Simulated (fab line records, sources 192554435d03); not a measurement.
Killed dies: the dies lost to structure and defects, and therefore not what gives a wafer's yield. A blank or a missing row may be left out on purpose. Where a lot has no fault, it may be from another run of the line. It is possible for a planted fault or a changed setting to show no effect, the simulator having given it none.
Comparing a struck lot with a sound one    flow n5 finfet    17 steps out of a route of 1938
Sound: these wafers, L188.2, L188.3, L188.5. Struck: wafer L196.5. (L196.2 of the same lot was not struck and is left out.) The cause comes at the end.
Per side, at each step with rows, come the tool, then ch with its chambers, and then its first start. Under that, the readings that differ: sound wafers    struck wafers    difference of the means    sigmas: that difference in standard deviations of wafers without a fault.
alike: readings with means less than 2 such deviations apart, plus words and numbers identical on both sides. not compared: withheld readings, readings lacking a value on some wafer, bounds such as >300 that could conceal the same value, and numbers that have no deviation in the record and whose values overlap.
The two part at a step that has a row with sigmas, a row that says differs or no value, or rows on one side only. When numbers do not overlap yet have no deviation, they are printed without sigmas and do not part them. A reading that every wafer of one side lacks parts them only if that side has two wafers or more.

N5_BEOL_M5_ALD_86: deposits TaN, pulse time 2 s, purge time 3 s, co reactant purge time 2 s.
  sound on ald metal-02 ch 0,1,2, day 9 03:06; struck on ald metal-04 ch 3, day 11 09:56
  alike: heater power w, precursor vessel temp c
  not compared: since wet clean h
N5_BEOL_M5_SURFACE_TREAT_87:
  sound: pvd sputter-03 at day 9 03:19; struck: pvd sputter-03 at day 11 10:15
  not compared: throttle valve pct
then, 2 steps without rows for these wafers: N5_BEOL_M5_CVD_47 (deposits Co from CCTBA/H2, target thk 3 nm, time 216 s); N5_BEOL_M5_SPUTTER_48 (material Cu, target thk 15 nm, time 27.62 s).
N5_BEOL_M5_ANNEAL_49: time 1800 s.
  sound: pvd sputter-03 at day 9 03:37; struck: pvd sputter-02 at day 11 10:49
reading             sound        struck  difference  sigmas
heater power w (W)  715 821 853  921     +125        +2
then, 2 steps without rows for these wafers: N5_BEOL_M5_SPUTTER_81 (material Cu, target thk 15 nm, time 27.62 s); N5_BEOL_M5_ANNEAL_82 (time 1800 s).
N5_BEOL_M5_SPUTTER_83: material Cu, target thk 15 nm, time 27.62 s.
  sound: pvd sputter-03 at day 9 05:43; struck: pvd sputter-02 at day 11 12:54
  alike: chamber pressure pa, substrate temp c, throttle valve pct
then, 1 step without rows for these wafers: N5_BEOL_M5_ANNEAL_84 (time 1800 s).
N5_BEOL_M5_SPUTTER_88: material Cu, target thk 15 nm, time 27.62 s.
  sound: pvd sputter-03 at day 9 06:48; struck: pvd sputter-02 at day 11 13:59
  alike: chamber pressure pa, substrate temp c, throttle valve pct
then, 2 steps without rows for these wafers: N5_BEOL_M5_ANNEAL_89 (time 1800 s); N5_BEOL_M5_SPUTTER_90 (material Cu, target thk 4.5 nm, time 8.29 s).
N5_BEOL_M5_ECD_50: material Cu, target thk 300 nm.
  sound on ecd cu-01 ch 0,1, day 9 08:00; struck on ecd cu-01 ch 1, day 11 15:12
reading                                 sound            struck  difference  sigmas
model.Cu_of_BEOL_M5_ECD_50.thk nm (nm)  303.4 301.4 299  177.6   -123.7      
then, 1 step without rows for these wafers: N5_BEOL_M5_ANNEAL_51 (time 90 s).
N5_BEOL_M5_CMP_52: polishes, stops on SiCOH lowk, t overpolish 6.9 s, target thk 62 nm.
  sound on cmp-02 ch 0,1, day 9 08:41; struck on cmp-02 ch 2, day 11 15:37
reading                 sound     struck  difference  sigmas
time to endpoint s (s)  67 61 66  34      -31         -9
  alike: motor current A
N5_BEOL_M5_THK_MEAS_53: measures by xrf.
  sound: film metro-01 at day 9 08:59; struck: film metro-01 at day 11 15:52
  alike: M5_THK
-- a jump in the record: the struck wafers' starts before and after are 4 days apart (it breaks off in module BEOL_M5 and resumes in module PASSIVATION, where the first step shown is number 1936 of the route) --
N5_PASSIVATION_PROBE_49:
  sound: prober-01 at day 13 06:47; struck: prober-01 at day 15 07:49
reading             sound     struck  difference  sigmas
killed_at_M0_to_M3  27 25 21  50      +26         +2
killed at contacts  22 23 36  13      -14         -2
  alike: defect limited yield, killed_at_M4_up, killed at front end, killed at other, killed dies, killed open, killed short, sort_bin_5_function, sort_bin_6_memory, sort_bin_8_speed, sort n pass

WHERE THEY PART
Earliest at N5_BEOL_M5_ANNEAL_49; latest, in this record, at N5_PASSIVATION_PROBE_49.

WHY: whatever the simulator had introduced
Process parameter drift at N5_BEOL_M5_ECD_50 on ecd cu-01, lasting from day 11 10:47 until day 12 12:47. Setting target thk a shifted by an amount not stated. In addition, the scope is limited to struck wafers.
